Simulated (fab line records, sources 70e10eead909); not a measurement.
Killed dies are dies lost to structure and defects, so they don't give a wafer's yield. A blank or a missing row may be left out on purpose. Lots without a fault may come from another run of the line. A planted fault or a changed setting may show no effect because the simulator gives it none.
Chamber matching | flow nand_harc | NHARC_A_M1_STRIP_18 on rie_diel-08: 4 sister chambers
The step strips in N2/H2. 4 wafers are shown with their chamber, then 10 later ones without.

WAFERS WITH THEIR CHAMBER
wafer  | chamber | drypump_motor_current_A (A)
L086.6 | 2       | 5.1
L088.5 | 0       | 6.3
L093.2 | 3       | 6.2
L093.3 | 1       | 6.1

WAFERS WITHOUT THEIR CHAMBER
wafer  | drypump_motor_current_A (A)
L093.5 | 6.1
L092.1 | 6.0
L092.5 | 6.1
L092.6 | 6.2
L096.1 | 6.1
L096.3 | 6.2
L096.4 | 5.1
L097.2 | 6.3
L097.4 | 6.2
L097.5 | 6.3

WHICH CHAMBER EACH WENT THROUGH
wafer  | from the rows above | in truth
L093.5 | 1                   | 1
L092.1 | 1                   | 1
L092.5 | 1                   | 1
L092.6 | 3                   | 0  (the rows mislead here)
L096.1 | 1                   | 1
L096.3 | 3                   | 3
L096.4 | 2                   | 2
L097.2 | 0                   | 0
L097.4 | 3                   | 3
L097.5 | 0                   | 0
Placed correctly: 9 of 10. Can't be placed from these rows: 0. Placed wrongly: 1.
How it was worked out, from the rows above alone: a wafer's distance from a chamber is the root of the sum, over the readings, of the square of ((its reading less the chamber's mean) divided by the reading's scatter). The wafer belongs to the nearest chamber; if the next one is less than 2 further off, it can't be placed. A chamber's mean is the mean of its shown wafers. The scatter: with one shown wafer a chamber, the root of the mean of the squares of how far each hidden wafer lies from its nearest shown one.
